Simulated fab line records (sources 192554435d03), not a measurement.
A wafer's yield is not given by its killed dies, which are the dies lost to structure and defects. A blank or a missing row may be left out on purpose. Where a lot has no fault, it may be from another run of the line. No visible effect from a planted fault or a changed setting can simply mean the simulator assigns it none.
Struck lot and sound lot, side by side + flow n5_finfet + 41 out of 1938 route steps
Sound: the wafers L723.2, L723.3, L723.4. The struck wafers were L720.4, L720.5, L720.6. At the end, the cause is stated.
At each step with rows: each side's tool, then ch and its chambers, then its first start. Under that, the readings that differ: sound wafers + struck wafers + difference of the means + sigmas: that difference in standard deviations of wafers without a fault.
alike: a reading whose means differ by less than 2 such deviations, as well as words and numbers matching on both sides. not compared: withheld readings; readings where some wafer has no value; bounds like >300 that might hide an equal value; numbers whose values overlap and for which the record gives no deviation.
Wherever a step has rows on one side only, a row that says differs or no value, or a row with sigmas, the two part there. Non-overlapping numbers with no deviation appear without sigmas and do not part them. A reading that every wafer of one side lacks parts them only if that side has two wafers or more.

first, 9 steps without rows for these wafers: N5_BEOL_M4_ANNEAL_95 (time 240 s); N5_BEOL_M4_SPUTTER_96 (material Cu, target thk 4.5 nm, time 8.29 s); N5_BEOL_M4_ECD_50 (material Cu, target thk 300 nm); N5_BEOL_M4_ANNEAL_51 (time 90 s); N5_BEOL_M4_CMP_52 (polishes, stops on SiOC, t overpolish 6.8 s, target thk 40 nm); N5_BEOL_M4_PRE_CLEAN_60 (time 15 s); N5_BEOL_M4_CO_CAP_55 (material Co, precursor CCTBA/H2, target thk 2 nm, time 102.1 s); N5_BEOL_M4_PRE_CLEAN_56 (time 15 s); N5_BEOL_M4_DEP_57 (deposits SiCN from 3MS/NH3, target thk 8 nm, time 14 s).
N5_BEOL_M4_RC_MEAS_101:
  sound on prober-02 ch 0, day 12 21:59; struck on prober-01 ch 0, day 12 00:11
| reading       | sound          | struck         | difference | sigmas |
|---------------|----------------|----------------|------------|--------|
| SS_N (mV/dec) | 71.0 70.4 71.2 | 71.7 72.8 72.0 | +1.3       | +2     |
  alike: DIBL_N, DIBL_P, IOFF_N, IOFF_P, ION_N, ION_P, SS_P, VT_N, VT_P
then, 24 steps without rows for these wafers: N5_BEOL_M5_ILD_DEP_00 (deposits SiCOH lowk from DEMS/porogen, target thk 140.64 nm, time 25.9 s); N5_BEOL_M5_CURE_79 (cures SiCOH lowk, time 240 s); N5_BEOL_M5_PECVD_70 (deposits SiO2 from TEOS/O2, target thk 16 nm, time 18 s); N5_BEOL_M5_HM_DEP_02 (deposits TiN, target thk 20 nm); N5_BEOL_M5_COAT_59 (time 60 s, resist thk 60 nm); N5_BEOL_M5_COAT_60 (time 60 s, resist thk 12 nm); N5_BEOL_M5_COAT_71 (time 60 s, resist thk 5 nm); N5_BEOL_M5_COAT_05 (resist thk 30 nm); N5_BEOL_M5_EBR_07; N5_BEOL_M5_SOFTBAKE_06 (time 60 s); N5_BEOL_M5_EXPOSE_08 (exposes mask M5, target cd 28 nm); N5_BEOL_M5_PEB_09 (peb time 60 s); N5_BEOL_M5_DEVELOP_10 (develop time 30 s); N5_BEOL_M5_DESCUM_16 (chemistry O2, time 7 s); N5_BEOL_M5_ETCH_72 (etches underlayer in N2/H2, target depth 6.5 nm, time 5.2 s); N5_BEOL_M5_ETCH_61 (etches SiARC in CF4, target depth 15.6 nm, time 26 s); N5_BEOL_M5_ETCH_62 (etches SOC in N2/H2, target depth 75 nm, overetch 15 nm, time 112.5 s); N5_BEOL_M5_STRIP_63 (strips in N2/H2); N5_BEOL_M5_STRIP_73 (strips in N2/H2); N5_BEOL_M5_STRIP_64 (strips in CF4); N5_BEOL_M5_HM_OPEN_17 (chemistry Cl2/BCl3, target TiN, target depth 20 nm, overetch 6 nm); N5_BEOL_M5_STRIP_19 (strips in O2); N5_BEOL_M5_COAT_65 (time 60 s, resist thk 60 nm); N5_BEOL_M5_COAT_66 (time 60 s, resist thk 12 nm).
N5_BEOL_M7_STRIP_67: strips in CF4.
  sound on rie_diel-01 ch 1,2,3, day 13 21:07; struck on rie_diel-01 ch 0,1, day 13 01:37
  no value came back on the struck wafers for any of 8 readings (bias_power_w (W), cf4_flow_sccm (sccm) and others); on the sound wafers bias_power_w (W) reads 74.91 74.77 74.98
| reading                                    | sound | struck         | difference | sigmas |
|--------------------------------------------|-------|----------------|------------|--------|
| model.SiARC_of_BEOL_M7_COAT_60.thk_nm (nm) | 0 0 0 | 28.6 28.2 28.6 | +28.5      |        |
N5_BEOL_M7_STRIP_19: strips in O2.
  sound on rie_diel-06 ch 0,2,3, day 13 21:16; struck on rie_diel-05 ch 0,1,3, day 13 01:56
| reading                                  | sound             | struck            | difference | sigmas |
|------------------------------------------|-------------------|-------------------|------------|--------|
| chamber_pressure_mTorr (mTorr)           | 30.01 29.97 30.01 | 30.08 30.07 30.06 | +0.07      | +2     |
| model.SOC_of_BEOL_M7_COAT_59.thk_nm (nm) | 0 0 0             | 91.4 91.4 91.8    | +91.5      |        |
  alike: drypump_motor_current_A, oes_product_au, rf_vpp_V, showerhead_plenum_p_Torr, throttle_valve_pct
  not compared: rf_hours_counter_h
N5_BEOL_M7_ETCH_66: etches SOC in N2/H2, target depth 80 nm, overetch 16 nm, time 120 s.
  sound on rie_diel-05 ch 0,1,2, day 13 22:00; struck on rie_diel-01 ch 0,1,3, day 13 04:10
| reading                  | sound             | struck          | difference | sigmas |
|--------------------------|-------------------|-----------------|------------|--------|
| oes_product_au (a.u.)    | 0.62 0.55 0.59    | 0.94 0.73 0.83  | +0.25      | +4     |
| model.etch.depth_nm (nm) | 60.38 60.33 60.37 | 99.07 98.2 94.6 | +36.93     |        |
  alike: drypump_motor_current_A, h2_flow_sccm, rf_vpp_V, showerhead_plenum_p_Torr, throttle_valve_pct
  not compared: rf_hours_counter_h
N5_BEOL_M7_VIA_ETCH_34: etches SiCOH lowk in C4F6/O2, target depth 125.5 nm, time 50.5 s.
  sound on rie_diel-05 ch 0,1,2, day 13 22:06; struck on rie_diel-01 ch 0,1,3, day 13 04:16
| reading               | sound          | struck         | difference | sigmas |
|-----------------------|----------------|----------------|------------|--------|
| oes_product_au (a.u.) | 0.81 0.72 0.77 | 0.35 0.27 0.32 | -0.45      | -5     |
  alike: drypump_motor_current_A, rf_vpp_V, showerhead_plenum_p_Torr, throttle_valve_pct
  not compared: rf_hours_counter_h
N5_BEOL_M7_ETCH_41: etches SiCN in CH3F/O2, target depth 31.9 nm, time 57.8 s.
  sound on rie_diel-05 ch 0,1,2; struck on rie_diel-01 ch 0,1,3
| reading                                    | sound | struck       | difference | sigmas |
|--------------------------------------------|-------|--------------|------------|--------|
| model.SiARC_of_BEOL_M7_COAT_60.thk_nm (nm) | 0 0 0 | 18 17.4 18.2 | +18        |        |
  alike: drypump_motor_current_A, oes_product_au, rf_vpp_V, showerhead_plenum_p_Torr, throttle_valve_pct
  not compared: rf_hours_counter_h
N5_BEOL_M7_OCD_MEAS_38:
  sound on ocd-02 at day 13 22:21; struck on ocd-01 at day 13 04:31
| reading              | sound          | struck | difference                    | sigmas |
|----------------------|----------------|--------|-------------------------------|--------|
| trench_depth_nm (nm) | 93.8 93.8 95.4 | - - -  | no value on the struck wafers |        |
-- a jump in the record: the struck wafers' starts before and after are 3 days apart (it breaks off in module BEOL_M7 and resumes in module PASSIVATION, where the first step shown is number 1936 of the route) --
N5_PASSIVATION_PROBE_49:
  sound on prober-02 at day 16 21:57; struck on prober-02 at day 16 08:33
| reading                  | sound          | struck         | difference | sigmas      |
|--------------------------|----------------|----------------|------------|-------------|
| defect_limited_yield (%) | 90.1 92.7 93.1 | 0 0 0          | -92        | -54         |
| killed_at_M4_up          | 14 13 18       | 1085 1090 1108 | +1079      | +99 or more |
| killed_dies              | 117 86 82      | 1180 1180 1180 | +1085      | +54         |
| killed_on_rim            | 15 11 15       | 152 152 152    | +138       | +31         |
| sort_bin_5_function (%)  | 5.8 3.4 4.2    | 95.1 96.6 96.0 | +91.4      | +83         |
| sort_n_pass              | 1063 1094 1098 | 0 0 0          | -1085      | -54         |
| sort_yield_pct (%)       | 90.1 92.7 93.1 | 0 0 0          | -92        | -54         |
  alike: killed_at_M0_to_M3, killed_at_contacts, killed_at_front_end, killed_at_other, killed_open, killed_short, sort_bin_6_memory

WHERE THEY PART
Last at N5_PASSIVATION_PROBE_49 as far as this record goes, first at N5_BEOL_M4_RC_MEAS_101.

WHY: the cause the simulator had injected
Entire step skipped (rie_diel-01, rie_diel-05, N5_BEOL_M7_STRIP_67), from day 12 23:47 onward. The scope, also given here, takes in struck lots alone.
